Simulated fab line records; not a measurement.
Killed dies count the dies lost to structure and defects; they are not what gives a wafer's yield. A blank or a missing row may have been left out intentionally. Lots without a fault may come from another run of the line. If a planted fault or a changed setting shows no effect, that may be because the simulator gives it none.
Tool commonality check | flow n5_finfet | 27 wafers sampled across 9 lots

== THE REASON FOR OPENING IT ==
At N5_SD_EPI_N_CD_MEAS_09 the reading cd_nm is flagged on 2 of 9 lots. Wafers without a fault read 120.2 nm, standard deviation 0.85.
Rule: a lot gets a flag if all its wafers with a number sit over 4 standard deviations from that mean, or if no wafer of it has a number. As for the other lots, they are considered sound.

lot  | measured    | on        | cd_nm (nm), wafer by wafer | flag
L964 | day 3 05:03 | cd_sem-02 | 118.7 118.2 117.9          |
L967 | day 4 01:47 | cd_sem-02 | 119.6 119.8 120.7          |
L971 | day 5 01:28 | cd_sem-01 | 120.7 121.3 120.3          |
L980 | day 7 05:35 | cd_sem-01 | 127.6 128.3 126.9          | FLAGGED
L981 | day 7 15:21 | cd_sem-03 | 120.6 119.9 120.6          |
L982 | day 7 21:09 | cd_sem-02 | 123.9 124.9 124.1          | FLAGGED
L983 | day 8 00:53 | cd_sem-03 | 121.0 120.4 121.0          |
L984 | day 8 08:18 | cd_sem-02 | 120.7 121.5 120.7          |
L986 | day 8 22:59 | cd_sem-02 | 119.9 120.2 119.4          |
The mean of the flagged lots' numbers is 126.0 nm, +5.8 nm from the usual (+7 standard deviations).

== TOOL THAT RAN EACH LOT ==
3 process steps preceding the reading are held in the record, out of 1938 steps in the route. Each cell gives the tool, then ch followed by the chambers the sampled wafers passed through, then the start.
lot  | flag    | N5_DUMMY_GATE_STRIP_40            | N5_DUMMY_GATE_STRIP_48            | N5_SD_EPI_N_EXPOSE_06
L964 |         | rie_diel-06 ch 1,2,3, day 3 03:13 | rie_diel-01 ch 0,2,3, day 3 03:52 | arfi_scanner-01 ch 0, day 3 04:56
L967 |         | rie_diel-01 ch 2,3, day 3 23:38   | rie_diel-02 ch 0,1,3, day 4 00:17 | arfi_scanner-02 ch 0, day 4 01:40
L971 |         | rie_diel-02 ch 0,2,3, day 4 23:36 | rie_diel-01 ch 0,1,3, day 5 00:14 | arfi_scanner-01 ch 0, day 5 01:20
L980 | FLAGGED | rie_diel-01 ch 0,2, day 7 03:03   | rie_diel-01 ch 0,1,3, day 7 03:41 | arfi_scanner-01 ch 0, day 7 05:28
L981 |         | rie_diel-06 ch 0,3, day 7 13:20   | rie_diel-06 ch 0,1,3, day 7 14:10 | arfi_scanner-02 ch 0, day 7 15:14
L982 | FLAGGED | rie_diel-01 ch 2,3, day 7 19:19   | rie_diel-02 ch 0,2,3, day 7 19:58 | arfi_scanner-01 ch 0, day 7 21:01
L983 |         | rie_diel-01 ch 0,1,3, day 7 22:25 | rie_diel-01 ch 0,2,3, day 7 23:42 | arfi_scanner-02 ch 0, day 8 00:46
L984 |         | rie_diel-02 ch 0,2,3, day 8 06:28 | rie_diel-06 ch 1,2,3, day 8 07:06 | arfi_scanner-03 ch 0, day 8 08:11
L986 |         | rie_diel-06 ch 0,1,2, day 8 21:10 | rie_diel-06 ch 0,1,2, day 8 21:48 | arfi_scanner-03 ch 0, day 8 22:52
What the steps here do:
- N5_DUMMY_GATE_STRIP_40: strips in CF4.
- N5_DUMMY_GATE_STRIP_48: strips in N2/H2, time 20 s.
- N5_SD_EPI_N_EXPOSE_06: exposes mask SD N BLK, target cd 120 nm.
- N5_SD_EPI_N_CD_MEAS_09: target cd 120 nm.

== FLAGGED OVER TOTAL, TOOL BY TOOL (the gauges that took the reading come last) ==
step                   | tool            | lots run | flagged | share of the flagged lots | sound lots run after its first flagged lot
N5_DUMMY_GATE_STRIP_40 | rie_diel-01     | 4        | 2       | all                       | 1 (L983)
N5_DUMMY_GATE_STRIP_40 | rie_diel-02     | 2        | 0       | none                      | -
N5_DUMMY_GATE_STRIP_40 | rie_diel-06     | 3        | 0       | none                      | -
N5_DUMMY_GATE_STRIP_48 | rie_diel-01     | 4        | 1       | some                      | 1 (L983)
N5_DUMMY_GATE_STRIP_48 | rie_diel-02     | 2        | 1       | some                      | 0
N5_DUMMY_GATE_STRIP_48 | rie_diel-06     | 3        | 0       | none                      | -
N5_SD_EPI_N_EXPOSE_06  | arfi_scanner-01 | 4        | 2       | all                       | 0
N5_SD_EPI_N_EXPOSE_06  | arfi_scanner-02 | 3        | 0       | none                      | -
N5_SD_EPI_N_EXPOSE_06  | arfi_scanner-03 | 2        | 0       | none                      | -
N5_SD_EPI_N_CD_MEAS_09 | cd_sem-01       | 2        | 1       | some                      | 0
N5_SD_EPI_N_CD_MEAS_09 | cd_sem-02       | 5        | 1       | some                      | 2 (L984,L986)
N5_SD_EPI_N_CD_MEAS_09 | cd_sem-03       | 2        | 0       | none                      | -

== THE TABLE: WHAT IT ALLOWS ==
Every flagged lot went through 2 rows of the table: rie_diel-01 at N5_DUMMY_GATE_STRIP_40 and arfi_scanner-01 at N5_SD_EPI_N_EXPOSE_06.
- rie_diel-01 at N5_DUMMY_GATE_STRIP_40: 2 of its 4 lots flagged. Sound lots followed the first flagged one (L983) on it, something a lasting fault affecting the whole tool could not allow.
- arfi_scanner-01 at N5_SD_EPI_N_EXPOSE_06: 2 of its 4 lots flagged. Its last sound lot is L971 (day 5 01:20), its first flagged lot L980 (day 7 05:28): a fault that began between those two fits. Its own readings (exposure_dose_mJ_cm2) fall more than 4 standard deviations out on all wafers of the flagged lots.
What remains is a single tool, arfi_scanner-01 at N5_SD_EPI_N_EXPOSE_06.

== WHAT THE SIMULATOR HAD INSERTED ==
Drift in process parameters on arfi_scanner-01 at N5_SD_EPI_N_EXPOSE_06, starting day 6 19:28. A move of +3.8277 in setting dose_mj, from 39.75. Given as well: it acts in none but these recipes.
Shown lots that were struck: L980, L982. The rule above reached the same finding.
